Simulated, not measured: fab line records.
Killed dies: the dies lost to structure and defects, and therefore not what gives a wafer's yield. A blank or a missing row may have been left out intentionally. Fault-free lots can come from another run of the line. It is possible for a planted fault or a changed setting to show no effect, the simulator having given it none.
fab line records	flow n5Finfet
record: lots: 7	wafers: 39
route steps=1938 shown FIN_SAQP@138 HKMG_FIN@386 GATE_CUT@490 MOL_CONTACT_COAG@542 BEOL_M3@972 BEOL_M4@1067
startH: the number of hours between the record's first day and the start of the first shown wafer of the lot	waitH: hours from the lot's prior step to this one	" unchanged from the row above	L1.1+2: a single row standing in for several wafers	- no value, or no start given	* or withheld: withheld	< > ~ a bound
route shown NAME@n: a module of which the file shows steps, and the number in the route of the first	usual: the fault-free wafers' mean and standard deviation	same: alike in all rows	chamber/n: place in a boat	sites: the reading at each site	_std_site: how widely they spread, as a standard deviation	_edge_site: outer sites' mean less inner sites'	radiusMm: for every site, how far away it sits from the centre of the wafer	mask NAME#n: copy n	behind: the last tool/chamber to shape the wafer	hold: cause of the lot's hold/its duration in hours/its outcome	device: whichever transistor did not switch (one of n, p or np)	end of line: at the end of the route, the tests of the same wafers	where a step has no rows: the recipe by itself	killed: dies lost to structure and defects at the first sort, not the wafer's yield	map: the dies of a wafer, with x for killed, . for not killed, _ for no die there
set.NAME: the setting the step ran with; set.NAME@STEP: the setting that earlier step ran with	model.NAME: the simulator's own value behind a step, which no gauge read
lots with deliberately changed settings; one table per step, one row per wafer
== steps ==
step: N5_FIN_SAQP_SPACER2_ALD_28
recipe: material: SiO2	targetThkA: 81	tempC: 300	aldPrecursorFamily: BDEAS	aldCoReactant: O2-plasma	pulseTimeS: 1	purgeTimeS: 2	coReactantPurgeTimeS: 2	pressureTorr: 2
lot.wafer	tool	chamber	startH	waitH	set.targetThkA	model.SiO2_of_FIN_SAQP_SPACER2_ALD_28.thkNm
L074.1+2+4	aldSin-01	0,1,3	26.64	0.1	81	8
L074.3+5+6	"	2,3,0	"	"	119.7	12
L078.1+4+5	aldSin-03	3,0,0	50.18	0.1	81	8
L078.2+6	"	1	"	"	47.69	4.8
L078.3	"	2	"	"	47.69	4.6
L080.1+2+3+4+5+6	aldSin-03	0,3,1,1,3,0	60.90	0.1	81	8
L083.1+3+5	aldSin-01	1,2,0	78.78	0.1	81	8
L083.2+4+6	"	3,0,1	"	"	115.2	11.4
L090.1+2+4	aldSin-04	0,2,1	122.08	0.1	81	8
L090.3+5+6	"	3,3,0	"	"	81	8.2
L092.1+6	aldSin-04	0,1	132.73	0.1	81	8.2
L092.2	"	1	"	"	81	8
L092.3+4+5	"	3,2,2	"	"	123.7	12.4
L095.1	aldSin-01	0	153.46	0.1	81	8
L095.3+5	"	2	"	"	81	8.2
step: N5_FIN_SAQP_SPACER2_ETCHBACK_29
recipe: chemistry: CHF3/O2	mode: anisotropicEtchback	target: SiO2	targetDepthA: 122	timeS: 6.1	pressureMtorr: 30	sourceW: 650	biasW: 170	Ar_flow_sccm: 200	CHF3_flow_sccm: 50	O2_flow_sccm: 5	ionEnergyEv: 200
step: N5_FIN_SAQP_MANDREL2_REMOVE_60
recipe: chemistry: HBr/Cl2/O2	btTimeS: 10	target: a-Si	stopOn: SiNx	endpoint: OES-SiCl	overEtchFrac: 1	icpW: 600	biasW: 22	HBr_flow_sccm: 150	Cl2_flow_sccm: 80	O2_flow_sccm: 5	pressureMtorr: 10
lot.wafer	tool	chamber	startH	waitH	set.targetThkA@FIN_SAQP_SPACER2_ALD_28	model.FIN_SAQP.cdNm
L074.1+2	rieSi-01	2,0	27.07	0.1	81	8
L074.3	"	3	"	"	119.7	11.8
L074.4	"	1	"	"	81	8.4
L074.5	"	1	"	"	119.7	12.2
L074.6	"	0	"	"	119.7	12
L078.1+4	rieSi-05	3,1	50.71	0.1	81	8
L078.2	"	2	"	"	47.69	4.8
L078.3+6	"	0,1	"	"	47.69	4.6
L078.5	"	2	"	"	81	8.2
L080.1+3+4+5+6	rieSi-01	3,2,0,2,1	61.31	0.1	81	8
L080.2	"	1	"	"	81	8.2
L083.1+3+5	rieSi-04	2,3,1	79.19	0.1	81	8
L083.2	"	0	"	"	115.2	11.6
L083.4+6	"	1,2	"	"	115.2	11.4
L090.1+2+5+6	rieSi-04	2,1,1,2	122.49	0.1	81	8
L090.3+4	"	3,0	"	"	81	8.2
L092.1	rieSi-04	1	133.35	0.1	81	8.2
L092.2+6	"	2	"	"	81	8
L092.3	"	0	"	"	123.7	12.6
L092.4+5	"	3	"	"	123.7	12.4
L095.1+5	rieSi-05	0,1	153.87	0.1	81	8.2
L095.3	"	2	"	"	81	8.4
step: N5_FIN_SAQP_CD_MEAS_31
recipe: targetCdNm: 8	landingEnergyEv: 1000	detector: seInlens	polarity: line
usual: cdNm: 8.09/0.22
lot.wafer	tool	chamber	startH	waitH	set.targetThkA@FIN_SAQP_SPACER2_ALD_28	cdNm
L074.1	cdSem-03	0	27.18	0.1	81	7.68
L074.2	"	0	"	"	81	8.31
L074.3	"	0	"	"	119.7	12.27
L074.4	"	0	"	"	81	8.04
L074.5	"	0	"	"	119.7	12.32
L074.6	"	0	"	"	119.7	11.71
L078.1	cdSem-03	0	50.82	0.1	81	8.34
L078.2	"	0	"	"	47.69	4.35
L078.3	"	0	"	"	47.69	4.54
L078.4	"	0	"	"	81	7.93
L078.5	"	0	"	"	81	8.31
L078.6	"	0	"	"	47.69	4.78
L080.1	cdSem-01	0	61.42	0.1	81	7.96
L080.2	"	0	"	"	81	8.43
L080.3	"	0	"	"	81	8.12
L080.4	"	0	"	"	81	8.08
L080.5	"	0	"	"	81	8.21
L080.6	"	0	"	"	81	7.95
L083.1	cdSem-01	0	79.30	0.1	81	8.06
L083.2	"	0	"	"	115.2	11.77
L083.3	"	0	"	"	81	7.96
L083.4	"	0	"	"	115.2	11.56
L083.5	"	0	"	"	81	7.98
L083.6	"	0	"	"	115.2	11.33
L090.1	cdSem-03	0	122.60	0.1	81	7.75
L090.2	"	0	"	"	81	7.74
L090.3	"	0	"	"	81	8.10
L090.4	"	0	"	"	81	8.50
L090.5	"	0	"	"	81	7.80
L090.6	"	0	"	"	81	7.91
L092.1	cdSem-02	0	133.46	0.1	81	8.22
L092.2	"	0	"	"	81	7.76
L092.3	"	0	"	"	123.7	12.57
L092.4	"	0	"	"	123.7	12.02
L092.5	"	0	"	"	123.7	12.00
L092.6	"	0	"	"	81	8.17
L095.1	cdSem-01	0	153.98	0.1	81	8.06
L095.3	"	0	"	"	81	8.20
L095.5	"	0	"	"	81	8.68
step: N5_FIN_SAQP_HM_OPEN_33
recipe: chemistry: CH3F/O2	target: SiNx	maskMaterial: SiO2	targetDepthA: 494	timeS: 70.6	pressureMtorr: 30	sourceW: 395	biasW: 73	Ar_flow_sccm: 150	CH3F_flow_sccm: 30	O2_flow_sccm: 20	ionEnergyEv: 120	ends: cleared
lot.wafer	tool	chamber	startH	waitH	set.targetThkA@FIN_SAQP_SPACER2_ALD_28	model.FIN_SAQP.cdNm
L074.1+2	rieDiel-06	2,1	27.31	0.1	81	8
L074.3	"	3	"	"	119.7	12
L074.4	"	1	"	"	81	8.2
L074.5	"	3	"	"	119.7	12.4
L074.6	"	2	"	"	119.7	11.8
L078.1	rieDiel-03	3	50.87	0.0	81	8.2
L078.2+6	"	1	"	"	47.69	4.8
L078.3	"	0	"	"	47.69	4.4
L078.4+5	"	2	"	"	81	8
L080.1+5	rieDiel-03	1	61.62	0.2	81	8.2
L080.2	"	2	"	"	81	8.4
L080.3+4+6	"	0,2,0	"	"	81	8
L083.1	rieDiel-01	1	79.37	0.1	81	8
L083.2+4+6	"	0,1,3	"	"	115.2	11.4
L083.3	"	3	"	"	81	8.2
L083.5	"	0	"	"	81	7.8
L090.1+6	rieDiel-06	1,3	122.65	0.0	81	7.8
L090.2+4	"	2,3	"	"	81	8
L090.3+5	"	0	"	"	81	8.2
L092.1	rieDiel-06	0	133.63	0.2	81	8.2
L092.2+6	"	1	"	"	81	7.8
L092.3+5	"	3,0	"	"	123.7	12.4
L092.4	"	2	"	"	123.7	12.2
L095.1	rieDiel-06	1	154.03	0.0	81	8
L095.3	"	3	"	"	81	8.4
L095.5	"	2	"	"	81	8.2
step: N5_FIN_SAQP_ETCH_34
recipe: chemistry: C4F6/O2	target: SiO2	targetDepthA: 450	timeS: 15	ionEnergyEv: 250	pressureMtorr: 30	sourceW: 345	biasW: 185	Ar_flow_sccm: 300	C4F6_flow_sccm: 10	O2_flow_sccm: 10	ends: cleared
lot.wafer	tool	chamber	startH	waitH	set.targetThkA@FIN_SAQP_SPACER2_ALD_28	model.FIN_SAQP.cdNm
L074.1	rieDiel-06	2	27.38	0.0	81	8
L074.2	"	1	"	"	81	7.8
L074.3	"	3	"	"	119.7	12.2
L074.4	"	1	"	"	81	8.2
L074.5	"	3	"	"	119.7	12.4
L074.6	"	2	"	"	119.7	11.8
L078.1+4	rieDiel-03	3,2	50.94	0.0	81	8.2
L078.2	"	1	"	"	47.69	4.8
L078.3	"	0	"	"	47.69	4.4
L078.5	"	2	"	"	81	8.4
L078.6	"	1	"	"	47.69	4.6
L080.1+3+6	rieDiel-03	1,0,0	61.69	0.0	81	8
L080.2	"	2	"	"	81	8.6
L080.4+5	"	2,1	"	"	81	8.2
L083.1	rieDiel-01	1	79.44	0.0	81	8
L083.2+4	"	0,1	"	"	115.2	11.6
L083.3	"	3	"	"	81	8.2
L083.5	"	0	"	"	81	7.8
L083.6	"	3	"	"	115.2	11.4
L090.1	rieDiel-06	1	122.72	0.0	81	7.6
L090.2+6	"	2,3	"	"	81	8.2
L090.3+5	"	0	"	"	81	8
L090.4	"	3	"	"	81	8.4
L092.1	rieDiel-06	0	133.70	0.0	81	8
L092.2+6	"	1	"	"	81	7.8
L092.3	"	3	"	"	123.7	12.6
L092.4+5	"	2,0	"	"	123.7	12.2
L095.1	rieDiel-06	1	154.10	0.0	81	8
L095.3	"	3	"	"	81	8.6
L095.5	"	2	"	"	81	8.2
step: N5_FIN_SAQP_STRIP_77
recipe: chemistry: N2/H2	timeS: 90	powerW: 100	tempC: 40	pressureMtorr: 100	rfFrequencyHz: 6e+07	biasPowerW: 3	n2FlowSccm: 300	h2FlowSccm: 300
step: N5_FIN_SAQP_HM_CD_35
recipe: targetCdNm: 8	polarity: line
usual: cdNm: 8.09/0.28
lot.wafer	tool	chamber	startH	waitH	set.targetThkA@FIN_SAQP_SPACER2_ALD_28	cdNm
L074.1	cdSem-02	-	27.53	0.1	81	7.98
L074.2	"	-	"	"	81	7.81
L074.3	"	-	"	"	119.7	12.21
L074.4	"	-	"	"	81	8.33
L074.5	"	-	"	"	119.7	12.12
L074.6	"	-	"	"	119.7	12.03
L078.1	cdSem-03	-	51.09	0.1	81	7.96
L078.2	"	-	"	"	47.69	4.50
L078.3	"	-	"	"	47.69	4.27
L078.4	"	-	"	"	81	7.90
L078.5	"	-	"	"	81	8.38
L078.6	"	-	"	"	47.69	5.23
L080.1	cdSem-02	-	61.84	0.1	81	8.08
L080.2	"	-	"	"	81	8.64
L080.3	"	-	"	"	81	7.84
L080.4	"	-	"	"	81	8.30
L080.5	"	-	"	"	81	8.17
L080.6	"	-	"	"	81	7.65
L083.1	cdSem-03	-	79.59	0.1	81	7.93
L083.2	"	-	"	"	115.2	11.66
L083.3	"	-	"	"	81	7.91
L083.4	"	-	"	"	115.2	11.76
L083.5	"	-	"	"	81	7.67
L083.6	"	-	"	"	115.2	11.27
L090.1	cdSem-01	-	122.88	0.1	81	7.92
L090.2	"	-	"	"	81	7.60
L090.3	"	-	"	"	81	7.80
L090.4	"	-	"	"	81	8.24
L090.5	"	-	"	"	81	8.00
L090.6	"	-	"	"	81	8.10
L092.1	cdSem-01	-	133.85	0.1	81	8.03
L092.2	"	-	"	"	81	7.98
L092.3	"	-	"	"	123.7	12.36
L092.4	"	-	"	"	123.7	12.19
L092.5	"	-	"	"	123.7	12.39
L092.6	"	-	"	"	81	7.57
L095.1	cdSem-01	-	154.25	0.1	81	7.86
L095.3	"	-	"	"	81	8.57
L095.5	"	-	"	"	81	7.94
step: N5_FIN_SAQP_ETCH_64
recipe: chemistry: CF4	target: SiO2	targetDepthA: 15	ionEnergyEv: 350	pressureMtorr: 10	icpW: 800	biasW: 400	cf4FlowSccm: 80
step: N5_FIN_SAQP_FIN_ETCH_36
recipe: chemistry: HBr/Cl2/O2	targetDepthA: 1200	maskMaterial: SiNx	timeS: 50.4	biasW: 102	pressureMtorr: 10	icpW: 800	HBr_flow_sccm: 150	Cl2_flow_sccm: 80	O2_flow_sccm: 12
step: N5_FIN_SAQP_CD_MEAS_37
recipe: targetCdNm: 8	polarity: line
usual: cdNm: 8.11/0.28
lot.wafer	tool	chamber	startH	waitH	set.targetThkA@FIN_SAQP_SPACER2_ALD_28	cdNm
L074.1	cdSem-02	-	27.73	0.1	81	7.97
L074.2	"	-	"	"	81	7.58
L074.3	"	-	"	"	119.7	11.98
L074.4	"	-	"	"	81	8.32
L074.5	"	-	"	"	119.7	11.68
L074.6	"	-	"	"	119.7	11.80
L078.1	cdSem-01	-	51.27	0.1	81	8.35
L078.2	"	-	"	"	47.69	4.75
L078.3	"	-	"	"	47.69	4.33
L078.4	"	-	"	"	81	8.76
L078.5	"	-	"	"	81	8.32
L078.6	"	-	"	"	47.69	4.43
L080.1	cdSem-02	-	62.02	0.1	81	8.03
L080.2	"	-	"	"	81	8.32
L080.3	"	-	"	"	81	7.66
L080.4	"	-	"	"	81	8.27
L080.5	"	-	"	"	81	8.06
L080.6	"	-	"	"	81	7.73
L083.1	cdSem-02	-	79.78	0.1	81	7.92
L083.2	"	-	"	"	115.2	11.71
L083.3	"	-	"	"	81	8.13
L083.4	"	-	"	"	115.2	11.68
L083.5	"	-	"	"	81	8.01
L083.6	"	-	"	"	115.2	11.63
L090.1	cdSem-03	-	123.06	0.1	81	7.85
L090.2	"	-	"	"	81	8.16
L090.3	"	-	"	"	81	8.10
L090.4	"	-	"	"	81	8.37
L090.5	"	-	"	"	81	8.29
L090.6	"	-	"	"	81	8.41
L092.1	cdSem-03	-	134.03	0.1	81	7.93
L092.2	"	-	"	"	81	8.14
L092.3	"	-	"	"	123.7	12.71
L092.4	"	-	"	"	123.7	12.35
L092.5	"	-	"	"	123.7	12.16
L092.6	"	-	"	"	81	7.87
L095.1	cdSem-01	-	154.44	0.1	81	8.18
L095.3	"	-	"	"	81	8.97
L095.5	"	-	"	"	81	8.33
step: N5_HKMG_FIN_HK_ALD_01
recipe: material: HfO2	targetThkA: 16	tempC: withheld	aldPrecursorFamily: HfCl4	aldCoReactant: H2O	pulseTimeS: 3	purgeTimeS: 3	coReactantPurgeTimeS: 2.5	coReactantPulseTimeS: 0.3	aldCycles: 30
lot.wafer	tool	chamber	startH	waitH	set.aldCycles	model.HfO2_of_HKMG_FIN_HK_ALD_01.thkNm
L074.1+2+3+4+5+6	aldHk-03	1,2,3,0,2,1	73.29	0.1	30	1.6
L078.1+2+6	aldHk-02	1,3,1	94.67	0.1	30	1.6
L078.3+4+5	"	0,2,2	"	"	43	2.4
L080.1+2+3	aldHk-01	1,3,2	107.62	0.0	16	0.8
L080.4+5+6	"	0,0,1	"	"	30	1.6
L083.1+4+5	aldHk-01	0,2,3	130.83	0.1	15	0.8
L083.2+3+6	"	3,1,0	"	"	30	1.6
L090.1+2+5	aldHk-01	1,2,1	169.21	0.0	30	1.6
L090.3+4+6	"	0,3,0	"	"	44	2.4
L092.1+2+3	aldHk-01	2,3,1	177.06	0.0	30	1.6
L092.4+5+6	"	0,3,0	"	"	38	2
L095.1+3+5	aldHk-03	0,1,1	196.34	0.0	30	1.6
step: N5_HKMG_FIN_HK_ANNEAL_02
recipe: tempC: 700	timeS: 30	ambient: N2	idleTempC: 600	rampUpCPerS: 150	rampDownCPerS: 60	coolToC: 600
step: N5_HKMG_FIN_ALD_74
recipe: material: La2O3	targetThkA: 5	tempC: 250	aldPrecursorFamily: La-Cp	aldCoReactant: O3	pulseTimeS: 6	coReactantPulseTimeS: 1	purgeTimeS: 3	coReactantPurgeTimeS: 3
step: N5_HKMG_FIN_WET_ETCH_82
recipe: chemistry: dHCl	mix: 1:10000	tempC: 25	target: La2O3	stopOn: HfO2	targetDepthNm: 2	dry: ipaMarangoni	rinseTimeS: 30	rinseTempC: 23
step: N5_HKMG_FIN_ALD_36
recipe: material: TiN	targetThkA: 10	tempC: 400	aldPrecursorFamily: TiCl4	aldCoReactant: NH3	pulseTimeS: 1	purgeTimeS: 3	coReactantPurgeTimeS: 2	coReactantPulseTimeS: 2	aldCycles: 47	pressureTorr: 3
step: N5_HKMG_FIN_THK_MEAS_70
recipe: thkMeasGauge: xrf	reads: HfO2_of_HKMG_FIN_HK_ALD_01
usual: HK_THK: 1.600/0.022
lot.wafer	tool	chamber	startH	waitH	set.aldCycles@HKMG_FIN_HK_ALD_01	HK_THK[nm]
L074.1	filmMetro-02	-	77.43	0.2	30	1.550
L074.2	"	-	"	"	30	1.577
L074.3	"	-	"	"	30	1.623
L074.4	"	-	"	"	30	1.582
L074.5	"	-	"	"	30	1.623
L074.6	"	-	"	"	30	1.570
L078.1	filmMetro-01	-	98.71	0.2	30	1.613
L078.2	"	-	"	"	30	1.603
L078.3	"	-	"	"	43	2.297
L078.4	"	-	"	"	43	2.288
L078.5	"	-	"	"	43	2.306
L078.6	"	-	"	"	30	1.615
L080.1	filmMetro-02	-	111.29	0.2	16	0.881
L080.2	"	-	"	"	16	0.867
L080.3	"	-	"	"	16	0.888
L080.4	"	-	"	"	30	1.624
L080.5	"	-	"	"	30	1.558
L080.6	"	-	"	"	30	1.659
L083.1	filmMetro-02	-	134.34	0.2	15	0.774
L083.2	"	-	"	"	30	1.647
L083.3	"	-	"	"	30	1.619
L083.4	"	-	"	"	15	0.810
L083.5	"	-	"	"	15	0.811
L083.6	"	-	"	"	30	1.604
L090.1	filmMetro-02	-	172.91	0.2	30	1.584
L090.2	"	-	"	"	30	1.607
L090.3	"	-	"	"	44	2.335
L090.4	"	-	"	"	44	2.344
L090.5	"	-	"	"	30	1.594
L090.6	"	-	"	"	44	2.323
L092.1	filmMetro-02	-	180.51	0.2	30	1.598
L092.2	"	-	"	"	30	1.621
L092.3	"	-	"	"	30	1.628
L092.4	"	-	"	"	38	2.069
L092.5	"	-	"	"	38	2.029
L092.6	"	-	"	"	38	2.035
L095.1	filmMetro-02	-	200.18	0.2	30	1.620
L095.3	"	-	"	"	30	1.581
L095.5	"	-	"	"	30	1.572
step: N5_GATE_CUT_DESCUM_18
recipe: chemistry: O2	timeS: 7	sourcePowerW: 50	biasPowerW: 20	pressureMtorr: 20	rfFrequencyHz: 2.712e+07	tempC: 40	resist: CAR-EUV	o2FlowSccm: 225
lot.wafer	tool	chamber	startH	waitH	set.timeS	model.CAR-EUV_of_GATE_CUT_COAT_07.thkNm
L074.1+2	rieDiel-02	1,2	87.21	0.0	7	26
L074.3+4+5+6	"	0,3,3,0	"	"	7	26.2
L078.1+3+6	rieDiel-04	1,2,2	107.79	0.0	7	26
L078.2+4+5	"	3,0,3	"	"	3.735	27.6
L080.1+4+5	rieDiel-04	2,1,1	120.98	0.1	7	26
L080.2+3	"	3,0	"	"	7	26.2
L080.6	"	2	"	"	7	25.8
L083.1+2+3+4+6	rieDiel-05	3,2,1,3,2	144.22	0.9	7	26
L083.5	"	1	"	"	7	26.2
L090.1+6	rieDiel-05	2,3	182.86	0.0	7	26.2
L090.2+5	"	0,2	"	"	10.91	24.2
L090.3	"	3	"	"	7	26
L090.4	"	1	"	"	10.91	24.4
L092.1+4+5	rieDiel-02	3,2,0	189.76	0.1	7	26
L092.2+6	"	1,3	"	"	8.219	25.4
L092.3	"	0	"	"	8.219	25.6
L095.1	rieDiel-02	1	209.70	0.0	7	26
L095.3+5	"	0	"	"	7	26.2
step: N5_MOL_CONTACT_COAG_PRECLEAN_111
recipe: chemistry: NF3:NH3	afsCycles: 1	tempC: 30	timeS: 20	sublimationTempC: 180	sublimationTimeS: 60	pressureTorr: 3	rfPowerW: 30
lot.wafer	tool	chamber	startH	waitH	set.timeS	model.SiNx_of_SPACER0_ALD_07.thkNm
L074.1+6	remotePlasma-01	0	92.38	0.2	20	1.2
L074.2	"	0	"	"	15.25	1.4
L074.3+4	"	0	"	"	15.25	1.2
L074.5	"	0	"	"	20	1
L078.1+5+6	remotePlasma-01	1	112.72	0.4	20	1.2
L078.2+3+4	"	1	"	"	29.37	0.8
L080.1+3+6	remotePlasma-02	0	125.58	0.2	11.35	1.4
L080.2+4+5	"	0	"	"	20	1
L083.1+3+6	remotePlasma-01	0	149.77	0.2	26.49	0.8
L083.2+4+5	"	0	"	"	20	1.2
L090.1+5+6	remotePlasma-02	1	187.58	0.2	10.22	1.6
L090.2+3+4	"	1	"	"	20	1.2
L092.1	remotePlasma-01	0	194.97	0.2	20	1
L092.2+3+4+5+6	"	0	"	"	20	1.2
L095.1+3+5	remotePlasma-01	0	214.35	0.2	20	1.2
step: N5_BEOL_M3_ALD_98
recipe: material: SiO2	targetThkA: 25	tempC: 100	aldPrecursorFamily: BDEAS	aldCoReactant: O2-plasma	pulseTimeS: 1	coReactantPulseTimeS: 1	purgeTimeS: 2	coReactantPurgeTimeS: 2	aldCycles: 17	pressureTorr: 2
lot.wafer	tool	chamber	startH	waitH	set.aldCycles	model.SiO2_of_BEOL_M3_ALD_98.thkNm
L074.1+6	aldSin-04	0,3	172.77	0.1	17	2.6
L074.2+3+5	"	3,1,0	"	"	26	3.8
L074.4	"	2	"	"	17	2.4
L078.1+6	aldSin-04	1	177.49	0.1	17	2.6
L078.2+3+4+5	"	0,3,2,0	"	"	17	2.4
L080.1+5	aldSin-04	0	183.21	0.2	17	2.4
L080.2+3+4	"	1,3,2	"	"	25	3.6
L080.6	"	1	"	"	17	2.6
L083.1+3+4	aldSin-03	2,0,1	201.28	0.1	26	3.8
L083.2	"	3	"	"	17	2.4
L083.5+6	"	2,3	"	"	17	2.6
L090.1+3	aldSin-01	2,0	247.39	0.1	17	2.4
L090.2+4+6	"	1,3,0	"	"	22	3.2
L090.5	"	1	"	"	17	2.6
L092.1+2+3+5	aldSin-01	1,0,2,0	248.88	0.5	17	2.4
L092.4+6	"	3	"	"	17	2.6
L095.1+3+5	aldSin-03	3,2,2	288.57	0.1	17	2.4
step: N5_BEOL_M4_VIA_ETCH_34
recipe: chemistry: C4F6/O2	targetDepthA: 694	maskMaterial: SOC	pressureMtorr: 15	ionEnergyEv: 250	taperDeg: 4	timeS: 65.9	sourceW: 350	biasW: 170	Ar_flow_sccm: 300	C4F6_flow_sccm: 10	O2_flow_sccm: 10
lot.wafer	tool	chamber	startH	waitH	set.targetDepthA	model.etch.depthNm	model.SOC_of_BEOL_M4_COAT_67.thkNm
L074.1	rieDiel-03	0	183.92	0.0	1000	100.3	47.8
L074.2	"	3	"	"	694	69.28	52.2
L074.3	"	1	"	"	694	68.12	52.2
L074.4	"	2	"	"	1000	97.95	48.6
L074.5	"	2	"	"	1000	97.98	48.8
L074.6	"	1	"	"	694	68.36	52.2
L078.1	rieDiel-06	1	190.60	0.0	989.9	95.97	48.8
L078.2	"	0	"	"	694	70.91	51.6
L078.3	"	2	"	"	989.9	94.43	49
L078.4	"	3	"	"	989.9	96.25	48.8
L078.5	"	2	"	"	694	66.16	52.4
L078.6	"	1	"	"	694	67.54	52
L080.1	rieDiel-01	1	203.78	0.0	983.9	97.65	49
L080.2	"	0	"	"	983.9	94.95	49
L080.3	"	3	"	"	694	71.26	51.8
L080.4	"	2	"	"	694	70.99	51.8
L080.5	"	1	"	"	694	68.51	52.2
L080.6	"	2	"	"	983.9	100.1	48.4
L083.1	rieDiel-03	1	214.06	0.0	1095	108	47.2
L083.2	"	0	"	"	694	69.23	51.4
L083.3	"	3	"	"	694	68.7	52
L083.4	"	2	"	"	1095	107.4	47.6
L083.5	"	2	"	"	694	67.86	52.2
L083.6	"	1	"	"	1095	108.1	47.4
L092.1	rieDiel-01	0	262.50	0.0	694	65.57	52
L092.2	"	1	"	"	694	68.24	52
L092.3	"	2	"	"	694	69.15	51.8
L092.4	"	2	"	"	694	69.35	51.6
L092.5	"	1	"	"	694	67.47	52.2
L092.6	"	0	"	"	694	65.73	52.2
L090.1	rieDiel-06	3	268.44	0.0	694	67.08	51.8
L090.2	"	1	"	"	694	72.52	51.2
L090.3	"	0	"	"	694	70.73	51.2
L090.4	"	2	"	"	694	66.02	52.4
L090.5	"	2	"	"	694	66.08	52.2
L090.6	"	3	"	"	694	67.52	51.8
L095.1	rieDiel-03	3	309.92	0.0	694	68.97	52.2
L095.3	"	2	"	"	694	66.78	52.2
L095.5	"	3	"	"	694	69.93	52.2
== key ==
split: step: N5_FIN_SAQP_SPACER2_ALD_28	setting: targetThkA	stated: 81	by: wafer
response: step: N5_FIN_SAQP_SPACER2_ALD_28	reading: model.SiO2_of_FIN_SAQP_SPACER2_ALD_28.thkNm	change: +0.0813	per: 1%	r: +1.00
response: step: N5_FIN_SAQP_MANDREL2_REMOVE_60	reading: model.FIN_SAQP.cdNm	change: +0.0823	per: 1%	r: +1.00
response: step: N5_FIN_SAQP_CD_MEAS_31	reading: cdNm	change: +0.0836	per: 1%	r: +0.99
response: step: N5_FIN_SAQP_HM_OPEN_33	reading: model.FIN_SAQP.cdNm	change: +0.0828	per: 1%	r: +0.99
response: step: N5_FIN_SAQP_ETCH_34	reading: model.FIN_SAQP.cdNm	change: +0.0859	per: 1%	r: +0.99
response: step: N5_FIN_SAQP_HM_CD_35	reading: cdNm	change: +0.0852	per: 1%	r: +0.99
response: step: N5_FIN_SAQP_CD_MEAS_37	reading: cdNm	change: +0.0862	per: 1%	r: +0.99
split: step: N5_HKMG_FIN_HK_ALD_01	setting: aldCycles	stated: 30	by: wafer
response: step: N5_HKMG_FIN_HK_ALD_01	reading: model.HfO2_of_HKMG_FIN_HK_ALD_01.thkNm	change: +0.0169	per: 1%	r: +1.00
response: step: N5_HKMG_FIN_THK_MEAS_70	reading: HK_THK	change: +0.016	per: 1%	r: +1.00
split: step: N5_GATE_CUT_DESCUM_18	setting: timeS	stated: 7	by: wafer
response: step: N5_GATE_CUT_DESCUM_18	reading: model.CAR-EUV_of_GATE_CUT_COAT_07.thkNm	change: -0.0336	per: 1%	r: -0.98
split: step: N5_MOL_CONTACT_COAG_PRECLEAN_111	setting: timeS	stated: 20	by: wafer
response: step: N5_MOL_CONTACT_COAG_PRECLEAN_111	reading: model.SiNx_of_SPACER0_ALD_07.thkNm	change: -0.00889	per: 1%	r: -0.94
split: step: N5_BEOL_M3_ALD_98	setting: aldCycles	stated: 17	by: wafer
response: step: N5_BEOL_M3_ALD_98	reading: model.SiO2_of_BEOL_M3_ALD_98.thkNm	change: +0.0241	per: 1%	r: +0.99
split: step: N5_BEOL_M4_VIA_ETCH_34	setting: targetDepthA	stated: 694	by: wafer
response: step: N5_BEOL_M4_VIA_ETCH_34	reading: model.etch.depthNm	change: +0.667	per: 1%	r: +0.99
response: step: N5_BEOL_M4_VIA_ETCH_34	reading: model.SOC_of_BEOL_M4_COAT_67.thkNm	change: -0.078	per: 1%	r: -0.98
